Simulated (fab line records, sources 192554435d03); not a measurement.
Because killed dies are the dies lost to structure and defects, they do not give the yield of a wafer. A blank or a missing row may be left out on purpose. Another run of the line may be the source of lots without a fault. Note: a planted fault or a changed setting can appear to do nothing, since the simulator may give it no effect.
Chamber matching -- flow n5-finfet -- rie-diel-02 running N5_BEOL_M4_ETCH_77: 4 sister chambers
The step etches underlayer in N2/H2, target depth 6.5 nm, time 5.2 s. 14 wafers are shown with their chamber, then 7 later ones without.

== WAFERS WITH THEIR CHAMBER ==
wafer,chamber,throttle-valve-pct (%),showerhead-plenum-p-Torr (Torr),drypump-motor-current-A (A)
L851.3,2,18.03,2.64,5.9
L851.4,3,17.61,2.57,5.4
L851.6,2,18.06,2.64,5.9
L854.3,3,17.63,2.57,5.4
L854.4,1,17.49,2.59,5.0
L854.6,1,17.48,2.59,4.9
L856.1,2,18.06,2.64,5.9
L856.2,3,17.62,2.57,5.4
L856.5,1,17.50,2.59,5.0
L861.1,2,18.07,2.63,5.9
L861.2,0,18.16,2.43,5.7
L861.4,3,17.63,2.56,5.4
L859.1,2,18.07,2.63,5.9
L859.5,2,18.08,2.63,5.9

SIGNATURES, as means of the wafers listed above
reading,chamber 0,chamber 1,chamber 2,chamber 3,scatter within a chamber
throttle-valve-pct,18.1600,17.4900,18.0617,17.6225,0.014
showerhead-plenum-p-Torr,2.4300,2.5900,2.6350,2.5675,0.00474
drypump-motor-current-A,5.700,4.967,5.900,5.400,0.0258
Rule: a wafer's distance from a chamber is the root of the sum, over the readings, of the square of ((its reading less the chamber's mean) divided by the reading's scatter). If the next closest chamber is less than 2 further off than the closest, the wafer can't be placed; otherwise it belongs to the closest. How the scatter is found: for the shown wafers, subtract from each reading the mean of its chamber, square and add these, divide the total by (wafers less chambers), then take the root.

== WAFERS WITH NO CHAMBER GIVEN ==
wafer,throttle-valve-pct (%),showerhead-plenum-p-Torr (Torr),drypump-motor-current-A (A)
L859.6,17.51,2.58,5.0
L862.1,17.51,2.58,5.0
L862.2,18.08,2.63,5.9
L862.6,18.08,2.63,5.9
L868.1,17.53,2.57,5.0
L868.2,18.12,2.63,5.9
L868.3,17.67,2.56,5.4

== WHICH CHAMBER EACH WENT THROUGH ==
wafer,from the rows above,in truth
L859.6,1,1
L862.1,1,1
L862.2,2,2
L862.6,2,2
L868.1,1,1
L868.2,2,2
L868.3,3,3
Correct placement for 7 of the 7. Can't be placed from these rows: 0. Placed wrongly: 0.
